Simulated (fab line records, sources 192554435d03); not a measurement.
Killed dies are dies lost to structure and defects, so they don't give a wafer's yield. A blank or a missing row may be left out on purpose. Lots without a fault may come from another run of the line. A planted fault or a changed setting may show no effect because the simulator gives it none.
Chamber matching | flow n5_finfet | N5_BEOL_M8_CURE_75 on uv_cure-03: 3 sister chambers
The step cures SiCOH lowk, time 120 s. 6 wafers are shown with their chamber, then 11 later ones without.

WAFERS WITH THEIR CHAMBER
wafer  | chamber | wafer_temp_C_max | lamp_power_pct (%)
L087.3 | 1       | 371.6            | 52.26
L087.5 | 1       | 371.8            | 52.42
L086.3 | 0       | 371.3            | 52.35
L086.4 | 0       | 370.4            | 52.29
L090.5 | 2       | 372.1            | 52.23
L093.1 | 2       | 371.9            | 52.27

WAFERS WITHOUT THEIR CHAMBER
wafer  | wafer_temp_C_max | lamp_power_pct (%)
L093.3 | 371.5            | 52.37
L093.4 | 371.8            | 52.25
L093.2 | 371.9            | 52.32
L093.5 | 372.4            | 52.29
L093.6 | 371.9            | 52.35
L091.1 | 371.5            | 52.28
L091.2 | 371.4            | 52.28
L091.4 | 371.3            | 52.32
L094.3 | 371.8            | 52.23
L094.4 | 371.3            | 52.28
L094.6 | 371.8            | 52.26

WHICH CHAMBER EACH WENT THROUGH
wafer  | from the rows above          | in truth
L093.3 | can't be placed: 1 or 0 or 2 | 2
L093.4 | can't be placed: 2 or 1      | 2
L093.2 | can't be placed: 1 or 2      | 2
L093.5 | can't be placed: 2 or 1      | 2
L093.6 | can't be placed: 1 or 2      | 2
L091.1 | can't be placed: 1 or 2 or 0 | 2
L091.2 | can't be placed: 1 or 0 or 2 | 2
L091.4 | can't be placed: 1 or 0 or 2 | 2
L094.3 | can't be placed: 2 or 1      | 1
L094.4 | can't be placed: 0 or 1 or 2 | 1
L094.6 | can't be placed: 2 or 1      | 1
Placed correctly: 0 of 11. Can't be placed from these rows: 11 (the true chamber is among the candidates in 11). Placed wrongly: 0.
How it was worked out, from the rows above alone: a wafer's distance from a chamber is the root of the sum, over the readings, of the square of ((its reading less the chamber's mean) divided by the reading's scatter). The wafer belongs to the nearest chamber; if the next one is less than 2 further off, it can't be placed. A chamber's mean is the mean of its shown wafers. The scatter: the root of (the sum of the squares of (reading less its chamber's mean) over the shown wafers, divided by (wafers less chambers)).
